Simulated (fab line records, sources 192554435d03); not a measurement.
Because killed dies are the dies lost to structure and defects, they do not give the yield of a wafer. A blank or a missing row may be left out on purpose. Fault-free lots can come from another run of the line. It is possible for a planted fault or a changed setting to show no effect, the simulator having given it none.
fab line records ; flow n5Finfet
record lots=6; wafers=18; lastDay=18
route steps=1938 shown BEOL_M1@821 BEOL_M4@1111
lots untouched by any fault: they come from a run of this same line in which no faults occurred
startH: hours from the record's first day to the start of the lot's first wafer shown ; waitH: hours since the lot's step before ; " unchanged from the row above ; L1.1+2: a single row standing in for several wafers ; - value missing, or start not given ; * or withheld: withheld ; < > ~ a bound
route shown NAME@n: names a module that has steps shown in the file, with the first one's number in the route ; usual: the fault-free wafers' mean and standard deviation ; same: alike in all rows ; chamber/n: place in a boat ; sites: the reading at each site ; _std_site: standard deviation of those values ; _edge_site: mean of outer sites minus mean of inner sites ; radiusMm: for every site, how far away it sits from the centre of the wafer ; mask NAME#n: copy n ; behind: the most recent tool/chamber to have shaped the wafer ; hold: why the lot was held/for how many hours/how that ended ; device: which transistor (n, p or np) failed to switch ; end of line: the route-end tests of the same wafers ; for a step that has no rows: nothing shown but its recipe ; killed: at the first sort, the dies lost to defects and structure; wafer yield is something else ; map: shows each die of a wafer: x if killed, . if not, _ if none is there
set.NAME: the setting that was run; set.NAME@STEP: the one run at that earlier step ; model.NAME: the simulator's own value behind a step, which no gauge read
lots at some steps of the route; a table a step, a row a wafer
services: from which hour (startH, from the record's first day; less than 0 if before it) a tool's chamber was out of use, for how many hours, and why
## steps
# step N5_BEOL_M1_ANNEAL_87
# recipe tempC=400; timeS=240; ambient=vacuum
# step N5_BEOL_M1_SPUTTER_88
# recipe material=Cu; targetThkA=45; tempC=-20; chamberPressurePa=0.07; powerW=withheld; timeS=8.29
# usual chuckSensorTempC=-15.9/0.51; throttleValvePct=29.7/1
lot.wafer;tool;chamber;startH;waitH;chuckSensorTempC;throttleValvePct
L408.1;pvdSputter-01;-;140.80;0.1;-16.8;30.8
L408.3;pvdSputter-01;-;140.80;0.1;-14.8;32.3
L408.5;pvdSputter-01;-;140.80;0.1;-16.0;30.2
L416.2;pvdSputter-02;-;185.57;0.1;-16.1;28.0
L416.3;pvdSputter-02;-;185.57;0.1;-15.8;29.1
L416.6;pvdSputter-02;-;185.57;0.1;-15.7;29.5
L423.2;pvdSputter-02;-;222.20;0.1;-16.1;28.4
L423.3;pvdSputter-02;-;222.20;0.1;-15.9;29.5
L423.6;pvdSputter-02;-;222.20;0.1;-16.0;28.3
L424.2;pvdSputter-03;-;235.72;0.1;-16.1;30.6
L424.3;pvdSputter-03;-;235.72;0.1;-15.6;29.2
L424.6;pvdSputter-03;-;235.72;0.1;-16.7;30.5
L427.1;pvdSputter-02;-;259.34;0.1;-16.1;28.1
L427.5;pvdSputter-02;-;259.34;0.1;-15.9;28.3
L427.6;pvdSputter-02;-;259.34;0.1;-15.8;29.5
L429.1;pvdSputter-01;-;259.97;0.1;-14.7;32.1
L429.2;pvdSputter-01;-;259.97;0.1;-16.6;30.9
L429.6;pvdSputter-01;-;259.97;0.1;-16.1;30.2
# step N5_BEOL_M1_ANNEAL_89
# recipe tempC=400; timeS=240; ambient=vacuum
# step N5_BEOL_M1_SPUTTER_90
# recipe material=Cu; targetThkA=45; tempC=-20; chamberPressurePa=0.07; powerW=withheld; timeS=8.29
# usual chuckSensorTempC=-15.9/0.49; throttleValvePct=29.6/1
lot.wafer;tool;chamber;startH;waitH;chuckSensorTempC;throttleValvePct
L408.1;pvdSputter-01;-;141.02;0.1;-16.9;30.8
L408.3;pvdSputter-01;-;141.02;0.1;-14.7;32.3
L408.5;pvdSputter-01;-;141.02;0.1;-16.0;30.0
L416.2;pvdSputter-02;-;185.79;0.1;-15.8;28.3
L416.3;pvdSputter-02;-;185.79;0.1;-15.8;29.4
L416.6;pvdSputter-02;-;185.79;0.1;-15.7;29.5
L423.2;pvdSputter-02;-;222.42;0.1;-16.0;28.3
L423.3;pvdSputter-02;-;222.42;0.1;-15.8;29.5
L423.6;pvdSputter-02;-;222.42;0.1;-15.8;28.1
L424.2;pvdSputter-03;-;235.94;0.1;-15.9;30.3
L424.3;pvdSputter-03;-;235.94;0.1;-15.5;29.4
L424.6;pvdSputter-03;-;235.94;0.1;-16.7;30.6
L427.1;pvdSputter-02;-;259.56;0.1;-15.9;28.0
L427.5;pvdSputter-02;-;259.56;0.1;-16.2;28.4
L427.6;pvdSputter-02;-;259.56;0.1;-15.7;29.6
L429.1;pvdSputter-01;-;260.19;0.1;-15.1;32.5
L429.2;pvdSputter-01;-;260.19;0.1;-16.8;30.6
L429.6;pvdSputter-01;-;260.19;0.1;-16.1;30.1
# step N5_BEOL_M1_ANNEAL_91
# recipe tempC=400; timeS=240; ambient=vacuum
# step N5_BEOL_M1_SPUTTER_92
# recipe material=Cu; targetThkA=45; tempC=-20; chamberPressurePa=0.07; powerW=withheld; timeS=8.29
# usual chuckSensorTempC=-15.9/0.5; throttleValvePct=29.7/1
lot.wafer;tool;chamber;startH;waitH;chuckSensorTempC;throttleValvePct
L408.1;pvdSputter-01;-;141.24;0.1;-16.8;30.9
L408.3;pvdSputter-01;-;141.24;0.1;-14.8;32.1
L408.5;pvdSputter-01;-;141.24;0.1;-15.8;30.2
L416.2;pvdSputter-02;-;186.01;0.1;-16.0;28.1
L416.3;pvdSputter-02;-;186.01;0.1;-15.8;29.5
L416.6;pvdSputter-02;-;186.01;0.1;-16.0;29.6
L423.2;pvdSputter-02;-;222.64;0.1;-16.0;28.1
L423.3;pvdSputter-02;-;222.64;0.1;-16.0;29.1
L423.6;pvdSputter-02;-;222.64;0.1;-15.9;28.0
L424.2;pvdSputter-03;-;236.16;0.1;-16.1;30.5
L424.3;pvdSputter-03;-;236.16;0.1;-15.5;29.2
L424.6;pvdSputter-03;-;236.16;0.1;-16.6;30.1
L427.1;pvdSputter-02;-;259.78;0.1;-16.0;28.4
L427.5;pvdSputter-02;-;259.78;0.1;-16.1;28.4
L427.6;pvdSputter-02;-;259.78;0.1;-15.9;29.4
L429.1;pvdSputter-01;-;260.41;0.1;-14.7;32.1
L429.2;pvdSputter-01;-;260.41;0.1;-16.7;30.8
L429.6;pvdSputter-01;-;260.41;0.1;-15.8;30.1
# step N5_BEOL_M1_ANNEAL_93
# recipe tempC=400; timeS=240; ambient=vacuum
# usual heaterPowerW=795/68
lot.wafer;tool;chamber;startH;waitH;heaterPowerW
L408.1;pvdSputter-01;-;141.32;0.0;893
L408.3;pvdSputter-01;-;141.32;0.0;890
L408.5;pvdSputter-01;-;141.32;0.0;861
L416.2;pvdSputter-02;-;186.09;0.0;689
L416.3;pvdSputter-02;-;186.09;0.0;851
L416.6;pvdSputter-02;-;186.09;0.0;840
L423.2;pvdSputter-02;-;222.72;0.0;703
L423.3;pvdSputter-02;-;222.72;0.0;837
L423.6;pvdSputter-02;-;222.72;0.0;705
L424.2;pvdSputter-03;-;236.24;0.0;765
L424.3;pvdSputter-03;-;236.24;0.0;681
L424.6;pvdSputter-03;-;236.24;0.0;745
L427.1;pvdSputter-02;-;259.86;0.0;687
L427.5;pvdSputter-02;-;259.86;0.0;679
L427.6;pvdSputter-02;-;259.86;0.0;804
L429.1;pvdSputter-01;-;260.49;0.0;891
L429.2;pvdSputter-01;-;260.49;0.0;870
L429.6;pvdSputter-01;-;260.49;0.0;851
# step N5_BEOL_M1_SPUTTER_94
# recipe material=Cu; targetThkA=45; tempC=-20; chamberPressurePa=0.07; powerW=withheld; timeS=8.29
# step N5_BEOL_M1_ANNEAL_95
# recipe tempC=400; timeS=240; ambient=vacuum
# step N5_BEOL_M1_SPUTTER_96
# recipe material=Cu; targetThkA=45; tempC=-20; chamberPressurePa=0.07; powerW=withheld; timeS=8.29
# usual chuckSensorTempC=-15.9/0.51; throttleValvePct=29.6/1
lot.wafer;tool;chamber;startH;waitH;chuckSensorTempC;throttleValvePct
L408.1;pvdSputter-01;-;141.68;0.1;-16.6;30.8
L408.3;pvdSputter-01;-;141.68;0.1;-14.8;32.2
L408.5;pvdSputter-01;-;141.68;0.1;-15.9;29.9
L416.2;pvdSputter-02;-;186.45;0.1;-15.9;28.2
L416.3;pvdSputter-02;-;186.45;0.1;-15.6;29.3
L416.6;pvdSputter-02;-;186.45;0.1;-15.9;29.2
L423.2;pvdSputter-02;-;223.08;0.1;-16.1;28.2
L423.3;pvdSputter-02;-;223.08;0.1;-15.9;29.4
L423.6;pvdSputter-02;-;223.08;0.1;-15.9;28.1
L424.2;pvdSputter-03;-;236.60;0.1;-16.2;30.4
L424.3;pvdSputter-03;-;236.60;0.1;-15.4;29.4
L424.6;pvdSputter-03;-;236.60;0.1;-16.6;30.4
L427.1;pvdSputter-02;-;260.22;0.1;-16.0;28.3
L427.5;pvdSputter-02;-;260.22;0.1;-16.0;28.2
L427.6;pvdSputter-02;-;260.22;0.1;-16.0;29.5
L429.1;pvdSputter-01;-;260.85;0.1;-14.6;32.1
L429.2;pvdSputter-01;-;260.85;0.1;-16.8;30.9
L429.6;pvdSputter-01;-;260.85;0.1;-16.1;29.8
# step N5_BEOL_M1_ECD_50
# recipe material=Cu; targetThkA=3000
# step N5_BEOL_M1_ANNEAL_51
# recipe tempC=225; timeS=90; ambient=N2
# step N5_BEOL_M1_CMP_52
# recipe stopOn=SiOC; tOverpolishS=6.8; downForcePsi=1; platenRpm=50; clearingPlatenDownForcePsi=1.5; clearingPlatenRpm=50; postCmpClean=cuAlkaline; targetThkNm=40; clearingPlatenPadVelocityMS=0.99484; padVelocityMS=0.99484
# usual barrierFieldEndpointS=24.5/0.68; edgeZonePressureFrac=1.001/0.0052; motorCurrentA=6.1/0.44; overpolishRunS=6.799/0.0098; platenRpm=49.99/0.039; retainingRingPressureFrac=0.999/0.0051; timeToEndpointS=61.9/2.9
lot.wafer;tool;chamber;startH;waitH;barrierFieldEndpointS;edgeZonePressureFrac;motorCurrentA;overpolishRunS;platenRpm;retainingRingPressureFrac;timeToEndpointS
L408.3;cmp-02;1;142.17;0.2;24.0;1.008;6.5;6.797;49.93;1.002;60.5
L408.1;cmp-02;3;142.17;0.2;24.9;0.997;6.7;6.806;50.12;1.002;63.0
L408.5;cmp-02;2;142.17;0.2;25.0;0.985;5.0;6.801;49.99;1.000;61.0
L416.3;cmp-04;0;186.98;0.2;24.4;1.002;5.8;6.802;50.00;0.990;59.8
L416.2;cmp-04;1;186.98;0.2;24.3;1.002;6.5;6.793;50.01;0.993;58.4
L416.6;cmp-04;3;186.98;0.2;24.1;1.003;6.6;6.797;49.94;1.002;58.5
L423.2;cmp-02;3;224.09;0.7;25.3;0.992;6.4;6.794;49.90;1.000;65.5
L423.3;cmp-02;2;224.09;0.7;24.4;0.998;5.6;6.778;50.02;1.002;60.6
L423.6;cmp-02;3;224.09;0.7;14.0;0.990;6.6;6.795;49.96;0.999;36.1
L424.3;cmp-02;3;237.09;0.2;24.3;1.006;6.4;6.804;50.02;1.008;66.3
L424.2;cmp-02;2;237.09;0.2;23.0;1.001;5.2;6.778;50.05;0.986;62.4
L424.6;cmp-02;3;237.09;0.2;13.8;1.001;6.3;6.798;50.04;1.003;39.1
L427.1;cmp-04;1;260.76;0.3;23.4;1.001;7.0;6.804;49.98;0.999;60.8
L427.5;cmp-04;0;260.76;0.3;23.4;1.000;5.8;6.813;50.04;0.992;59.9
L427.6;cmp-04;1;260.76;0.3;24.8;1.000;6.6;6.796;50.05;1.000;61.5
L429.1;cmp-04;3;261.43;0.3;23.4;1.000;6.4;6.801;49.97;1.000;60.4
L429.2;cmp-04;2;261.43;0.3;24.8;1.001;6.1;6.792;50.02;1.002;59.1
L429.6;cmp-04;3;261.43;0.3;25.0;1.003;6.2;6.817;49.95;1.006;61.5
# step N5_BEOL_M4_RC_MEAS_101
# usual DIBL_N=36.9/1.7; DIBL_P=37.3/2.3; IOFF_N=0.16/0.033; IOFF_P=0.22/0.04; ION_N=673/12; ION_P=463/8; SS_N=71.6/0.58; SS_P=73.4/0.74; VT_N=250/3.2; VT_P=-250/3.4
lot.wafer;tool;chamber;startH;waitH;DIBL_N[mV/V];DIBL_P[mV/V];IOFF_N[nA/um];IOFF_P[nA/um];ION_N[uA/um];ION_P[uA/um];SS_N[mV/dec];SS_P[mV/dec];VT_N[mV];VT_P[mV]
L408.1;prober-02;0;181.15;0.0;35.2;36.7;0.13;0.17;658;448;71.7;73.2;251;-257
L408.3;prober-02;0;181.15;0.0;39.1;41.6;0.21;0.24;682;456;72.5;74.6;248;-252
L408.5;prober-02;0;181.15;0.0;35.2;37.8;0.15;0.19;666;454;72.4;74.1;249;-252
L416.2;prober-01;0;222.26;0.2;36.0;38.8;0.16;0.21;670;461;71.1;73.5;248;-249
L416.3;prober-01;0;222.26;0.2;36.9;39.7;0.18;0.22;688;464;71.6;74.5;247;-250
L416.6;prober-01;0;222.26;0.2;35.4;37.6;0.14;0.19;663;458;72.1;73.8;252;-253
L423.2;prober-02;0;267.31;0.2;34.5;35.0;0.13;0.19;674;469;71.5;73.1;253;-251
L423.3;prober-02;0;267.31;0.2;36.7;37.1;0.17;0.23;669;458;72.0;73.7;248;-250
L423.6;prober-02;0;267.31;0.2;34.3;34.2;0.13;0.19;662;455;71.2;73.2;251;-252
L424.2;prober-01;0;274.04;0.2;31.0;31.9;0.10;0.14;656;458;70.2;71.4;255;-253
L424.3;prober-01;0;274.04;0.2;34.2;35.3;0.14;0.18;662;453;71.2;72.3;250;-251
L424.6;prober-01;0;274.04;0.2;33.9;34.6;0.13;0.19;667;460;71.1;73.0;250;-251
L427.1;prober-02;0;304.51;0.0;34.9;34.4;0.13;0.18;676;463;70.8;73.1;253;-254
L427.5;prober-02;0;304.51;0.0;33.5;33.3;0.11;0.17;658;448;70.9;72.9;257;-256
L427.6;prober-02;0;304.51;0.0;35.0;35.6;0.16;0.20;693;471;70.9;73.1;248;-255
L429.1;prober-02;0;307.44;0.0;37.5;38.2;0.14;0.21;665;464;71.6;74.4;253;-250
L429.2;prober-02;0;307.44;0.0;38.8;40.8;0.19;0.26;682;473;71.6;74.9;248;-251
L429.6;prober-02;0;307.44;0.0;36.7;37.2;0.14;0.20;672;461;71.2;73.6;255;-253
## services
tool;chamber;startH;hours;kind
cmp-02;-;126.23;4.0;pm
cmp-02;-;130.23;-;consumableReplace:conditioner
cmp-02;-;130.23;-;consumableReplace:pad
pvdSputter-03;-;157.71;0.7;repair
cmp-02;-;161.57;13.1;pm
cmp-04;-;199.30;4.0;pm
cmp-04;-;203.30;-;consumableReplace:conditioner
cmp-04;-;203.30;-;consumableReplace:pad
cmp-02;-;214.68;4.4;repair
cmp-04;-;239.55;1.1;repair
## key
firstSign step=N5_BEOL_M1_CMP_52; reading=barrierFieldEndpointS; direction=down; sigmas=16; usual=24.5; struck=13.9
effect step=N5_BEOL_M1_CMP_52; reading=timeToEndpointS; direction=down; sigmas=8.4; usual=*; struck=*
metAt N5_BEOL_M1_CMP_52
struckWafers L423.6,L424.6
onsetBetween 142.17 224.09
fault kind=processParameterDrift; tool=cmp-02; chamber=-; onsetH=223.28; steps=N5_BEOL_M1_CMP_52; channel=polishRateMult; offset=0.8; shape=step; endH=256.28; scope=struckWafersOnly
